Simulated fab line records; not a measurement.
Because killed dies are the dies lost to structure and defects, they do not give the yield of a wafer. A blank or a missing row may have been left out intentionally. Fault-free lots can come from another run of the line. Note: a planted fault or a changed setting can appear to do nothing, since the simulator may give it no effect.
Matching of chambers | flow n5Finfet | N5_PMOS_HMC_CHANNEL_EPI_HM_DEP_34 on pecvd-04 has 3 sister chambers
The step deposits SiO2 from TEOS/O2, target thk 36 nm, time 6.9 s. 6 wafers are shown with their chamber, then 8 later ones without.

## WAFERS WITH THEIR CHAMBER
wafer  | chamber | throttleValvePct (%) | showerheadPlenumPTorr (Torr)
L086.5 | 2       | 19.6                 | 8.38
L086.6 | 0       | 17.5                 | 8.36
L089.2 | 1       | 18.2                 | 8.29
L089.3 | 0       | 17.7                 | 8.38
L089.4 | 1       | 18.1                 | 8.28
L091.3 | 2       | 20.0                 | 8.39

## WAFERS WITHOUT THEIR CHAMBER
wafer  | throttleValvePct (%) | showerheadPlenumPTorr (Torr)
L091.4 | 17.5                 | 8.36
L091.5 | 19.9                 | 8.38
L095.2 | 18.2                 | 8.28
L095.3 | 17.6                 | 8.35
L095.6 | 20.0                 | 8.39
L097.2 | 17.6                 | 8.34
L097.3 | 17.6                 | 8.36
L097.5 | 17.2                 | 8.34

## THE CHAMBER EACH PASSED THROUGH
wafer  | from the rows above | in truth
L091.4 | 0                   | 0
L091.5 | 2                   | 2
L095.2 | 1                   | 1
L095.3 | 0                   | 0
L095.6 | 2                   | 2
L097.2 | 0                   | 0
L097.3 | 0                   | 0
L097.5 | 0                   | 0
Placed correctly: 8 of 8. Number that these rows cannot place: 0. 0 placed wrongly.
How it was worked out, from the rows above alone: a wafer's distance from a chamber is the root of the sum, over the readings, of the square of ((its reading less the chamber's mean) divided by the reading's scatter). If the next closest chamber is less than 2 further off than the closest, the wafer can't be placed; otherwise it belongs to the closest. A chamber's mean is the mean of its shown wafers. The scatter: the root of (the sum of the squares of (reading less its chamber's mean) over the shown wafers, divided by (wafers less chambers)).
